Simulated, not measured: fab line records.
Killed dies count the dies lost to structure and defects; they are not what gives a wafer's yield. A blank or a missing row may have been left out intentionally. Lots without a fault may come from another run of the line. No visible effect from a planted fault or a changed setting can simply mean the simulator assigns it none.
Split-lot trial || flow n5Finfet || on a route of 1938 steps: 7 lots, 21 wafers read

## ON THE SPLIT
At N5_BEOL_M8_COAT_22 (resist thk 30 nm), the setting spinRpm was moved away from the recipe's 1500 rpm on 6 of the 21 wafers read, by -5.9% to +6.8%. This setting was run at the recipe's value on the other wafers.

## FROM THE SPLIT TO THE READING: what the file shows between them, 3 steps
- N5_BEOL_M8_EBR_24
- N5_BEOL_M8_SOFTBAKE_23: time 60 s
- N5_BEOL_M8_DESCUM_33: chemistry O2, time 7 s

## THE READING
CAR-EUV_of_BEOL_M8_COAT_22.thkNm (the simulator's own value, which no gauge read), in nm, at N5_BEOL_M8_ETCH_72 (etches underlayer in N2/H2, target depth 6.5 nm, time 5.2 s). The file does not state a usual value for it. Here, 15 wafers ran the recipe; their average is 20.3 nm with a standard deviation of 0.1 nm.

{"wafer": "L074.1", "tool, chamber at the split": "lithoTrack-04, 0", "spinRpm as run, rpm": 1602, "against the recipe": "+6.8%", "CAR-EUV_of_BEOL_M8_COAT_22.thkNm, nm": 19.2, "against lot-mates on the recipe": -1.2}
{"wafer": "L074.5", "tool, chamber at the split": "lithoTrack-04, 0", "spinRpm as run, rpm": 1602, "against the recipe": "+6.8%", "CAR-EUV_of_BEOL_M8_COAT_22.thkNm, nm": 19.2, "against lot-mates on the recipe": -1.2}
{"wafer": "L074.6", "tool, chamber at the split": "lithoTrack-04, 0", "spinRpm as run, rpm": 1500, "against the recipe": "recipe", "CAR-EUV_of_BEOL_M8_COAT_22.thkNm, nm": 20.4, "against lot-mates on the recipe": "-"}
{"wafer": "L075.1", "tool, chamber at the split": "lithoTrack-02, 0", "spinRpm as run, rpm": 1500, "against the recipe": "recipe", "CAR-EUV_of_BEOL_M8_COAT_22.thkNm, nm": 20.2, "against lot-mates on the recipe": "-"}
{"wafer": "L075.4", "tool, chamber at the split": "lithoTrack-02, 0", "spinRpm as run, rpm": 1500, "against the recipe": "recipe", "CAR-EUV_of_BEOL_M8_COAT_22.thkNm, nm": 20.2, "against lot-mates on the recipe": "-"}
{"wafer": "L075.5", "tool, chamber at the split": "lithoTrack-02, 0", "spinRpm as run, rpm": 1500, "against the recipe": "recipe", "CAR-EUV_of_BEOL_M8_COAT_22.thkNm, nm": 20.2, "against lot-mates on the recipe": "-"}
{"wafer": "L080.3", "tool, chamber at the split": "lithoTrack-04, 0", "spinRpm as run, rpm": 1500, "against the recipe": "recipe", "CAR-EUV_of_BEOL_M8_COAT_22.thkNm, nm": 20.2, "against lot-mates on the recipe": "-"}
{"wafer": "L080.6", "tool, chamber at the split": "lithoTrack-04, 0", "spinRpm as run, rpm": 1500, "against the recipe": "recipe", "CAR-EUV_of_BEOL_M8_COAT_22.thkNm, nm": 20.2, "against lot-mates on the recipe": "-"}
{"wafer": "L080.4", "tool, chamber at the split": "lithoTrack-04, 0", "spinRpm as run, rpm": 1500, "against the recipe": "recipe", "CAR-EUV_of_BEOL_M8_COAT_22.thkNm, nm": 20.4, "against lot-mates on the recipe": "-"}
{"wafer": "L085.2", "tool, chamber at the split": "lithoTrack-01, 0", "spinRpm as run, rpm": 1500, "against the recipe": "recipe", "CAR-EUV_of_BEOL_M8_COAT_22.thkNm, nm": 20.4, "against lot-mates on the recipe": "-"}
{"wafer": "L085.3", "tool, chamber at the split": "lithoTrack-01, 0", "spinRpm as run, rpm": 1500, "against the recipe": "recipe", "CAR-EUV_of_BEOL_M8_COAT_22.thkNm, nm": 20.4, "against lot-mates on the recipe": "-"}
{"wafer": "L085.6", "tool, chamber at the split": "lithoTrack-01, 0", "spinRpm as run, rpm": 1500, "against the recipe": "recipe", "CAR-EUV_of_BEOL_M8_COAT_22.thkNm, nm": 20.2, "against lot-mates on the recipe": "-"}
{"wafer": "L086.1", "tool, chamber at the split": "lithoTrack-04, 0", "spinRpm as run, rpm": 1500, "against the recipe": "recipe", "CAR-EUV_of_BEOL_M8_COAT_22.thkNm, nm": 20.4, "against lot-mates on the recipe": "-"}
{"wafer": "L086.2", "tool, chamber at the split": "lithoTrack-04, 0", "spinRpm as run, rpm": 1569, "against the recipe": "+4.6%", "CAR-EUV_of_BEOL_M8_COAT_22.thkNm, nm": 19.8, "against lot-mates on the recipe": -0.6}
{"wafer": "L086.4", "tool, chamber at the split": "lithoTrack-04, 0", "spinRpm as run, rpm": 1569, "against the recipe": "+4.6%", "CAR-EUV_of_BEOL_M8_COAT_22.thkNm, nm": 19.8, "against lot-mates on the recipe": -0.6}
{"wafer": "L088.2", "tool, chamber at the split": "lithoTrack-01, 0", "spinRpm as run, rpm": 1500, "against the recipe": "recipe", "CAR-EUV_of_BEOL_M8_COAT_22.thkNm, nm": 20.4, "against lot-mates on the recipe": "-"}
{"wafer": "L088.4", "tool, chamber at the split": "lithoTrack-01, 0", "spinRpm as run, rpm": 1500, "against the recipe": "recipe", "CAR-EUV_of_BEOL_M8_COAT_22.thkNm, nm": 20.4, "against lot-mates on the recipe": "-"}
{"wafer": "L088.5", "tool, chamber at the split": "lithoTrack-01, 0", "spinRpm as run, rpm": 1412, "against the recipe": "-5.9%", "CAR-EUV_of_BEOL_M8_COAT_22.thkNm, nm": 21.4, "against lot-mates on the recipe": "+1.0"}
{"wafer": "L092.3", "tool, chamber at the split": "lithoTrack-04, 0", "spinRpm as run, rpm": 1500, "against the recipe": "recipe", "CAR-EUV_of_BEOL_M8_COAT_22.thkNm, nm": 20.2, "against lot-mates on the recipe": "-"}
{"wafer": "L092.6", "tool, chamber at the split": "lithoTrack-04, 0", "spinRpm as run, rpm": 1500, "against the recipe": "recipe", "CAR-EUV_of_BEOL_M8_COAT_22.thkNm, nm": 20.2, "against lot-mates on the recipe": "-"}
{"wafer": "L092.4", "tool, chamber at the split": "lithoTrack-04, 0", "spinRpm as run, rpm": 1455, "against the recipe": "-3.0%", "CAR-EUV_of_BEOL_M8_COAT_22.thkNm, nm": 20.6, "against lot-mates on the recipe": "+0.4"}

THE FIT
A straight line over all 21 wafers: CAR-EUV_of_BEOL_M8_COAT_22.thkNm changes by -0.152 nm for each +1% of spinRpm; r = -0.96; the points scatter about the line by 0.13 nm.
The same after taking each lot's own level away (the mean of its wafers on the recipe; 21 wafers): -0.162 nm for each +1%; r = -0.99; scatter 0.081 nm.
On that fit, the largest move of spinRpm shifts the reading by 1.1 nm.
The lots' own levels span 20.20 to 20.40 nm, that is 2.0 times the standard deviation above.
So the lot-to-lot level changes the slope little: the two slopes agree.
Check: -1.07 nm against its lot-mates is what the line predicts for one of the wafers moved furthest among these (+6.8%) when that wafer is left out of the fit. It came out at -1.2 nm against them.

## THE OTHER SPLITS THESE WAFERS WENT THROUGH
Note: prior to the reading, these wafers also went through further splits. Each is held against what the fit with the lots' levels taken away leaves over:
{"other split on the same wafers": "N5_BEOL_M3_COAT_73 spinRpm", "wafers away from the commonest value": 4, "r with CAR-EUV_of_BEOL_M8_COAT_22.thkNm (lot level and that fit taken away)": -0.01}
{"other split on the same wafers": "N5_BEOL_M4_EXPOSE_25 doseMj", "wafers away from the commonest value": 5, "r with CAR-EUV_of_BEOL_M8_COAT_22.thkNm (lot level and that fit taken away)": "+0.03"}
{"other split on the same wafers": "N5_BEOL_M5_COAT_66 spinRpm", "wafers away from the commonest value": 4, "r with CAR-EUV_of_BEOL_M8_COAT_22.thkNm (lot level and that fit taken away)": "+0.06"}
{"other split on the same wafers": "N5_BEOL_M5_COAT_22 spinRpm", "wafers away from the commonest value": 4, "r with CAR-EUV_of_BEOL_M8_COAT_22.thkNm (lot level and that fit taken away)": "+0.01"}
{"other split on the same wafers": "N5_BEOL_M7_ILD_DEP_00 timeS", "wafers away from the commonest value": 6, "r with CAR-EUV_of_BEOL_M8_COAT_22.thkNm (lot level and that fit taken away)": "+0.01"}
{"other split on the same wafers": "N5_BEOL_M8_PECVD_70 tempC", "wafers away from the commonest value": 5, "r with CAR-EUV_of_BEOL_M8_COAT_22.thkNm (lot level and that fit taken away)": "+0.06"}
{"other split on the same wafers": "N5_BEOL_M8_ETCH_61 biasW", "wafers away from the commonest value": 5, "r with CAR-EUV_of_BEOL_M8_COAT_22.thkNm (lot level and that fit taken away)": "+0.13"}

## THE WHOLE CHAIN: every reading that the file lists as answering this split, in the file's order
{"step": "N5_BEOL_M8_COAT_22", "what it does": "resist thk 30 nm", "reading": "CAR-EUV_of_BEOL_M8_COAT_22.thkNm (the simulator's own value, which no gauge read)", "change (the file's fit)": "-0.142 nm for each +1% of the setting", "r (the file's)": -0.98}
{"step": "N5_BEOL_M8_DESCUM_33", "what it does": "chemistry O2, time 7 s", "reading": "CAR-EUV_of_BEOL_M8_COAT_22.thkNm (the simulator's own value, which no gauge read)", "change (the file's fit)": "-0.15 nm for each +1% of the setting", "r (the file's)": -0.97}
{"step": "N5_BEOL_M8_ETCH_72", "what it does": "etches underlayer in N2/H2, target depth 6.5 nm, time 5.2 s", "reading": "CAR-EUV_of_BEOL_M8_COAT_22.thkNm (the simulator's own value, which no gauge read)", "change (the file's fit)": "-0.162 nm for each +1% of the setting", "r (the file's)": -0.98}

## THE FILE'S OWN FIT
CAR-EUV_of_BEOL_M8_COAT_22.thkNm changes by -0.162 nm for each +1% of spinRpm, r = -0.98.
